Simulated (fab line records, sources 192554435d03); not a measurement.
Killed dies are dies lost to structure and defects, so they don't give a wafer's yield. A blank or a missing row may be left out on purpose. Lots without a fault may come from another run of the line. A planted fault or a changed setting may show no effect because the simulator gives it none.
Split-lot experiment | flow n5_finfet | 7 lots, 21 wafers read, on a route of 1938 steps

THE SPLIT
At N5_FIN_SAQP_PECVD_06 (deposits a-Si from SiH4/He, target thk 60 nm, time 48.1 s), the setting time_s was moved away from the recipe's 48.1 s on 8 of the 21 wafers read, by -12.9% to +14.0%. The other wafers ran this setting at the recipe's value.

FROM THE SPLIT TO THE READING: what the file shows between them, 1 step
- N5_FIN_SAQP_THK_MEAS_07

THE READING
etch.depth_nm (the simulator's own value, which no gauge read), in nm, at N5_FIN_SAQP_MANDREL_ETCH_22 (etches a-Si in HBr/Cl2, stops on SiNx, target depth 60 nm, bt time 10 s, time 30 s). The file gives no usual value for it. The 13 wafers here that ran the recipe average 59.83 nm, standard deviation 0.7 nm.

wafer  | tool, chamber at the split | time_s as run, s | against the recipe | etch.depth_nm, nm | against lot-mates on the recipe
L074.3 | pecvd-03, 1                | 48.1             | recipe             | 59.53             | -
L074.5 | pecvd-03, 0                | 54.78            | +13.9%             | 67.94             | +8.41
L074.6 | pecvd-03, 2                | 54.78            | +13.9%             | 67.7              | +8.17
L076.2 | pecvd-03, 1                | 48.1             | recipe             | 59.38             | -
L076.3 | pecvd-03, 2                | 48.1             | recipe             | 59.29             | -
L076.4 | pecvd-03, 0                | 48.1             | recipe             | 60.31             | -
L079.1 | pecvd-03, 2                | 48.1             | recipe             | 59.63             | -
L079.4 | pecvd-03, 0                | 41.9             | -12.9%             | 52.81             | -7.41
L079.6 | pecvd-03, 1                | 48.1             | recipe             | 60.8              | -
L083.1 | pecvd-02, 0                | 48.1             | recipe             | 59.17             | -
L083.5 | pecvd-02, 0                | 53.9             | +12.1%             | 67.92             | +8.75
L083.6 | pecvd-02, 2                | 53.9             | +12.1%             | 67.5              | +8.33
L088.1 | pecvd-03, 1                | 48.1             | recipe             | 59.33             | -
L088.3 | pecvd-03, 0                | 48.1             | recipe             | 59.21             | -
L088.5 | pecvd-03, 1                | 48.1             | recipe             | 61.15             | -
L092.2 | pecvd-02, 0                | 54.83            | +14.0%             | 68.22             | +7.72
L092.5 | pecvd-02, 0                | 48.1             | recipe             | 60.68             | -
L092.6 | pecvd-02, 2                | 48.1             | recipe             | 60.31             | -
L095.1 | pecvd-04, 1                | 48.1             | recipe             | 58.97             | -
L095.4 | pecvd-04, 0                | 44.78            | -6.9%              | 55.24             | -3.73
L095.5 | pecvd-04, 1                | 44.78            | -6.9%              | 55.15             | -3.82

THE FIT
A straight line over all 21 wafers: etch.depth_nm changes by +0.603 nm for each +1% of time_s; r = +0.99; the points scatter about the line by 0.67 nm.
The same after taking each lot's own level away (the mean of its wafers on the recipe; 21 wafers): +0.606 nm for each +1%; r = +0.99; scatter 0.64 nm.
On that fit, the largest move of time_s shifts the reading by 8.5 nm.
The lots' own levels span 58.970 to 60.495 nm, that is 2.2 times the standard deviation above.
So the lot-to-lot level changes the slope little: the two slopes agree.
Check: with one of the wafers moved furthest among these (+14.0%) left out of the fit, the line predicts +8.81 nm for it against its lot-mates. It came out at +7.72 nm against them.

OTHER SPLITS ON THESE WAFERS
These wafers also went through other splits before the reading. Each is held against what the fit with the lots' levels taken away leaves over:
other split on the same wafers  | wafers away from the commonest value | r with etch.depth_nm (lot level and that fit taken away)
N5_ZERO_LAYER_PECVD_02 time_s   | 8                                    | -0.35
N5_ZERO_LAYER_EXPOSE_08 dose_mj | 5                                    | -0.01
N5_FIN_SAQP_PECVD_48 time_s     | 8                                    | +0.00

THE WHOLE CHAIN: every reading that the file lists as answering this split, in the file's order
step                        | what it does                                                                       | reading                                                                           | change (the file's fit)               | r (the file's)
N5_FIN_SAQP_PECVD_06        | deposits a-Si from SiH4/He, target thk 60 nm, time 48.1 s                          | a-Si_of_FIN_SAQP_PECVD_06.thk_nm (the simulator's own value, which no gauge read) | +0.599 nm for each +1% of the setting | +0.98
N5_FIN_SAQP_THK_MEAS_07     |                                                                                    | thk_nm                                                                            | withheld for each +1% of the setting  | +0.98
N5_FIN_SAQP_MANDREL_ETCH_22 | etches a-Si in HBr/Cl2, stops on SiNx, target depth 60 nm, bt time 10 s, time 30 s | etch.depth_nm (the simulator's own value, which no gauge read)                    | +0.599 nm for each +1% of the setting | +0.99

THE FILE'S OWN FIT
etch.depth_nm changes by +0.599 nm for each +1% of time_s, r = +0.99.
